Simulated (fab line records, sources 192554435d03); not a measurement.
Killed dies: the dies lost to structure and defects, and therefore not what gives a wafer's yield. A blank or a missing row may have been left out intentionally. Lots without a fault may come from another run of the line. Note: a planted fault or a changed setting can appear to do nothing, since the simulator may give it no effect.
A lot that was struck, set against a sound lot | flow n5Finfet | 15 steps out of a route of 1938
Sound: wafers L971.2, L971.3, L971.5. Struck: wafer L967.4 (L967.3, L967.6, from the same lot, were not struck and are left out); the cause is given at the end.
Per side, at each step with rows, come the tool, then ch with its chambers, and then its first start. Under that, the readings that differ: sound wafers | struck wafers | difference of the means | sigmas: that difference in standard deviations of wafers without a fault.
alike: readings whose means differ by less than 2 such deviations, and words and numbers that are the same on both sides. not compared: withheld readings, readings that some wafer has no value for, bounds like >300 that may hide the same value, and numbers for which the record gives no deviation and whose values overlap.
Wherever a step has rows on one side only, a row that says differs or no value, or a row with sigmas, the two part there. Numbers that don't overlap but have no deviation are shown without sigmas and don't part them. A reading missing from all wafers of one side parts the sides only when that side holds two or more wafers.

first, 8 steps without rows for these wafers: N5_BEOL_M8_COAT_64 (time 60 s, resist thk 12 nm); N5_BEOL_M8_COAT_71 (time 60 s, resist thk 5 nm); N5_BEOL_M8_COAT_22 (resist thk 30 nm); N5_BEOL_M8_EBR_24; N5_BEOL_M8_SOFTBAKE_23 (time 60 s); N5_BEOL_M8_EXPOSE_25 (exposes mask V7, target cd 40 nm); N5_BEOL_M8_PEB_26 (peb time 60 s); N5_BEOL_M8_DEVELOP_27 (develop time 30 s).
N5_BEOL_M8_CD_MEAS_28: target cd 40 nm.
  sound on cdSem-01 ch 0, day 14 16:44; struck on cdSem-03 ch 0, day 13 00:22
  alike: cdNm
N5_BEOL_M8_OVL_MEAS_29:
  sound on overlay-02 ch 0, day 14 16:46; struck on overlay-02 ch 0, day 13 00:25
  alike: V7_OVL
N5_BEOL_M8_INSPECT_30: inspects for defects (brightfield).
  sound on defectInspect-02 at day 14 16:49; struck on defectInspect-02 at day 13 00:28
  alike: rawDefectCount
N5_BEOL_M8_DESCUM_33: chemistry O2, time 7 s.
  sound on rieDiel-04 ch 1,2, day 14 16:52; struck on rieDiel-05 ch 1, day 13 00:29
  alike: drypumpMotorCurrentA, oesProductAu, rfVppV, showerheadPlenumPTorr, throttleValvePct
  not compared: rfHoursCounterH
N5_BEOL_M8_ETCH_72: etches underlayer in N2/H2, target depth 6.5 nm, time 5.2 s.
  sound on rieDiel-04 ch 1,2, day 14 16:53; struck on rieDiel-05 ch 1, day 13 00:32
reading                      | sound             | struck | difference | sigmas
etchRfOnTimeS (s)            | 4.95 5.28 5.26    | 3.28   | -1.88      | -12
oesProductAu (a.u.)          | 0.76 0.73 0.73    | 0.97   | +0.23      | +3
rfVppV (V)                   | 525.3 522.7 520.2 | 528.8  | +6.1       | +2
showerheadPlenumPTorr (Torr) | 2.58 2.46 2.46    | 2.70   | +0.20      | +2
  alike: drypumpMotorCurrentA, throttleValvePct
  not compared: rfHoursCounterH
N5_BEOL_M8_ETCH_65: etches SiARC in CF4, target depth 15.6 nm, time 26 s.
  sound on rieDiel-04 ch 1,2, day 14 16:55; struck on rieDiel-05 ch 1, day 13 00:33
reading                      | sound          | struck | difference | sigmas
showerheadPlenumPTorr (Torr) | 2.18 2.07 2.07 | 2.25   | +0.14      | +2
  alike: drypumpMotorCurrentA, etchRfOnTimeS, oesProductAu, rfVppV, throttleValvePct
  not compared: rfHoursCounterH
next, for these wafers, 1 step has no rows: N5_PASSIVATION_PROBE_49.

== WHERE THEY PART ==
Last at N5_BEOL_M8_ETCH_65 as far as this record goes, first at N5_BEOL_M8_ETCH_72.

WHY: the cause the simulator had injected
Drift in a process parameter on rieDiel-05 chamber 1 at N5_BEOL_M8_ETCH_72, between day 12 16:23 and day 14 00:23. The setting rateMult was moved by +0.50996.
